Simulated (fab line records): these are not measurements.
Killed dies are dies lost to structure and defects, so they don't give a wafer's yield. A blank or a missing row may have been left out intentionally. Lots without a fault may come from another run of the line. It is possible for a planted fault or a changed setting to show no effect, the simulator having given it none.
Matching of chambers | flow nandHarc | 3 sister chambers for NHARC_A_STAIRCASE_DEP_259 on pecvd-04
The step deposits SiON, target thk 30 nm. 6 wafers are shown with their chamber, then 11 later ones without.

EACH WAFER AND ITS CHAMBER
wafer  | chamber | heaterPowerW (W)
L085.6 | 2       | 911
L088.5 | 0       | 770
L092.1 | 0       | 709
L092.2 | 2       | 808
L092.3 | 1       | 675
L092.4 | 1       | 687

WAFERS WITH NO CHAMBER GIVEN
wafer  | heaterPowerW (W)
L092.5 | 684
L092.6 | 827
L094.2 | 658
L094.4 | 804
L094.6 | 660
L095.2 | 791
L095.4 | 760
L095.5 | 851
L096.4 | 912
L096.5 | 686
L096.6 | 714

WHICH CHAMBER EACH ONE RAN IN
wafer  | from the rows above          | in truth
L092.5 | can't be placed: 1 or 0      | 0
L092.6 | can't be placed: 2 or 0      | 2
L094.2 | can't be placed: 1 or 0      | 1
L094.4 | can't be placed: 2 or 0 or 1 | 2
L094.6 | can't be placed: 1 or 0      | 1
L095.2 | can't be placed: 0 or 2 or 1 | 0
L095.4 | can't be placed: 0 or 1 or 2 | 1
L095.5 | 2                            | 2
L096.4 | 2                            | 2
L096.5 | can't be placed: 1 or 0      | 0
L096.6 | can't be placed: 0 or 1      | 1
Correct placement for 2 of the 11. Unplaceable from these rows: 9, with the true chamber sitting among the candidates in 9. Wrongly placed: 0.
How it was worked out, from the rows above alone: a wafer's distance from a chamber is the root of the sum, over the readings, of the square of ((its reading less the chamber's mean) divided by the reading's scatter). The wafer belongs to the nearest chamber; if the next one is less than 2 further off, it can't be placed. The mean given for a chamber averages the wafers shown for that chamber. The scatter is the square root of a quotient: the sum, over the shown wafers, of each reading's squared deviation from its chamber's mean, divided by wafers minus chambers.
